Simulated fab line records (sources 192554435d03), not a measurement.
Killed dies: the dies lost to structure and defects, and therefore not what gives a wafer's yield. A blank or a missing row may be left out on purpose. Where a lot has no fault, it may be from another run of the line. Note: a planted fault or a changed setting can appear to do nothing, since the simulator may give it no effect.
The tool behind it: which one? :: flow n5 finfet :: 24 lots, 72 wafers sampled, at 1 step of a route of 1938

== WHAT EACH GAUGE READ, for each wafer ==
N5_BEOL_M1_CD_MEAS_35: target cd 18 nm, target cd y 21 nm.
lot: L074
measured: day 6 20:58
on: cd sem-02
cd nm (nm): 17.8 17.6 17.7

lot: L075
measured: day 6 21:38
on: cd sem-01
cd nm (nm): 18.1 17.8 18.6

lot: L076
measured: day 7 03:40
on: cd sem-01
cd nm (nm): 18.2 18.2 18.0

lot: L077
measured: day 7 13:56
on: cd sem-01
cd nm (nm): 17.4 17.7 17.6

lot: L078
measured: day 7 13:59
on: cd sem-02
cd nm (nm): 18.1 17.2 18.4

lot: L079
measured: day 7 14:24
on: cd sem-01
cd nm (nm): 18.1 18.3 17.1

lot: L081
measured: day 7 22:16
on: cd sem-02
cd nm (nm): 18.3 18.2 18.1

lot: L080
measured: day 7 22:19
on: cd sem-03
cd nm (nm): 17.3 17.8 18.0

lot: L082
measured: day 8 10:09
on: cd sem-03
cd nm (nm): 18.1 18.6 18.2

lot: L083
measured: day 8 18:25
on: cd sem-01
cd nm (nm): 17.6 17.9 17.6

lot: L084
measured: day 8 18:26
on: cd sem-03
cd nm (nm): 18.0 17.6 18.4

lot: L086
measured: day 9 05:37
on: cd sem-01
cd nm (nm): 17.8 18.3 18.2

lot: L085
measured: day 9 17:46
on: cd sem-02
cd nm (nm): 17.1 18.5 18.2

lot: L088
measured: day 9 21:31
on: cd sem-01
cd nm (nm): 17.7 18.1 17.7

lot: L087
measured: day 9 21:32
on: cd sem-02
cd nm (nm): 18.2 17.3 17.7

lot: L089
measured: day 10 06:12
on: cd sem-02
cd nm (nm): 17.7 17.7 17.9

lot: L090
measured: day 10 10:31
on: cd sem-02
cd nm (nm): 18.0 18.1 18.3

lot: L092
measured: day 10 18:16
on: cd sem-02
cd nm (nm): 18.1 17.6 17.8

lot: L091
measured: day 10 21:46
on: cd sem-02
cd nm (nm): 17.5 17.5 17.7

lot: L093
measured: day 11 03:14
on: cd sem-02
cd nm (nm): 17.8 17.8 18.1

lot: L094
measured: day 11 03:43
on: cd sem-03
cd nm (nm): 18.3 18.2 18.4

lot: L095
measured: day 11 09:58
on: cd sem-01
cd nm (nm): 18.0 18.3 17.3

lot: L096
measured: day 11 11:38
on: cd sem-01
cd nm (nm): 18.6 17.7 17.8

lot: L097
measured: day 12 06:22
on: cd sem-01
cd nm (nm): 17.6 17.5 18.2

== EACH LOT AND THE TOOL THAT RAN IT (in order: tool; ch and the chambers of the sampled wafers; start) ==
There is no process step in the record ahead of these readings.

== WHAT THE TOOLS THEMSELVES READ (means of the sampled wafers that have a number; where no wafer has one, the mark that the record gives instead) ==
The record holds no such reading with a usual standard deviation.

== THE ANSWER, worked out from the rows above alone ==
Rule: the lots themselves supply what counts as usual. The widest of any qualifying gaps counts: lots, ordered by their means at a reading, are off when they make up no more than a third of the lots, leave a main group of 4 or more, and stand apart from it by 3 or more times the standard deviation of that group's means. The tables above print the reading to a certain number of digits; a main group whose means all agree to those digits is not used. A lot without any number at a reading at which 4 lots or more have one is off too. Where the step has rows for the other lots, those lots are counted as sound. First the gauges in route order, then the tools' own readings, where a lot's mean is used as printed above. The first step at which some lot is off is used, and at that step the reading that is off furthest; a lot without a number counts as furthest.
Across all readings shown, no lot is off: no conclusion can be drawn from this.

== WHAT THE SIMULATOR HAD PUT IN ==
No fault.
